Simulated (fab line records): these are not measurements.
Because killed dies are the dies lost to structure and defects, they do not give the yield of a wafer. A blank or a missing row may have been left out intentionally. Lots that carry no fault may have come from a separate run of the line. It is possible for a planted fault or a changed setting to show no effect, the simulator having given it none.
Code-filled problem report in 8D (eight disciplines) form	flow nand-harc	the parts of the form that need people (team, actions taken, sign-off) are left out

1. WHAT IS WRONG
A mean of 835 W is read at NHARC_A_STAIRCASE_ETCH_230 for rf-fwd-power-W, taken on 1 wafer of 1 lot, against 593 W (standard deviation 3) on wafers free of any fault. That puts it +81 standard deviations away from the usual mean.
The step: etches the open film in C4F8/O2, target depth 100 nm, time 40.5 s.
Seen first at day 15 17:34 on rie-diel-03, wafer L131.4. Wafers with a number at this step in the record: 39, from 13 lots. Rule for "out" (also "out of limits"): further than 4 standard deviations from the usual mean. The other wafers with a number count as sound.

2. WHAT IT IS, AND WHAT IT ISN'T
question	is	is not
which readings at this step	rf-fwd-power-W, oes-product-au	rf-vpp-V
which lots	L131	L112, L115, L119, L120, L121, L122, L123, L124, L125, L126, L129, L135
which wafers of those lots	L131.4	L131.3, L131.6
read on which tools	rie-diel-03	rie-diel-02, rie-diel-09
when	from day 15 17:34	up to then (35 sound wafers); but 3 sound wafers of L135 came after

3. WHAT RULES OUT EACH SUSPECT
Counting: a tool at a process step up to the reading stays a suspect if it ran every lot that is out. Sound lots after the first of them don't rule it out here, since some wafers of a struck lot are sound.
- rie-diel-09 at NHARC_A_STAIRCASE_ETCH_223 (etches the open film in C4F8/O2, target depth 100 nm, time 40.5 s): kept. The lot that is out, L131, ran on it at day 15 17:34; the last sound lot it ran before that was L125, at day 14 18:54. With no start given for some of its lots, NHARC_A_STAIRCASE_ETCH_223 uses the hours and lot order of NHARC_A_STAIRCASE_ETCH_230.
- rie-diel-03 at NHARC_A_STAIRCASE_ETCH_230 (etches the open film in C4F8/O2, target depth 100 nm, time 40.5 s): kept. The lot that is out, L131, ran on it at day 15 17:34; the last sound lot it ran before that was L129, at day 15 12:16. On those wafers its own readings are out: oes-product-au, rf-fwd-power-W.
- Within rie-diel-09 at NHARC_A_STAIRCASE_ETCH_223: the wafers that are out ran in chamber 1; their sound lot-mates ran in chambers 0, 3.
- Within rie-diel-03 at NHARC_A_STAIRCASE_ETCH_230: the wafers that are out ran in chamber 2; their sound lot-mates ran in chambers 1, 3.
After counting, rie-diel-09 at NHARC_A_STAIRCASE_ETCH_223 and rie-diel-03 at NHARC_A_STAIRCASE_ETCH_230 remain.

4. THE CAUSE (what the simulator had put in)
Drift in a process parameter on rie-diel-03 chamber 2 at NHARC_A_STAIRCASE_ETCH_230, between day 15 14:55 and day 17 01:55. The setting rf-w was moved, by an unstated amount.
Of the 2 suspects that counting leaves, this tool is one.

5. THE CHAIN OF EFFECTS, in route order
Rows list readings where the struck wafers' mean (over those with a number) sits beyond 3 standard deviations from the usual. Only readings whose record carries a usual standard deviation are examined. hours: median over the lots of the time between each lot's start at the first step of this table that gives one and its start at this step. sigmas: the change, counted in usual standard deviations.
hours	step	reading	usual	on struck wafers	change	sigmas
0	NHARC_A_STAIRCASE_ETCH_230	oes-product-au	0.951 a.u.	1.181	+0.230	+13
0	NHARC_A_STAIRCASE_ETCH_230	rf-fwd-power-W	593 W	835	+242	+81
Its process steps:
- NHARC_A_STAIRCASE_ETCH_230: etches the open film in C4F8/O2, target depth 100 nm, time 40.5 s.

6. HOW IT WOULD HAVE BEEN CAUGHT EARLIER
First out-of-limits reading in this record: day 15 17:34, which is 3 hours after fault onset at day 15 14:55.
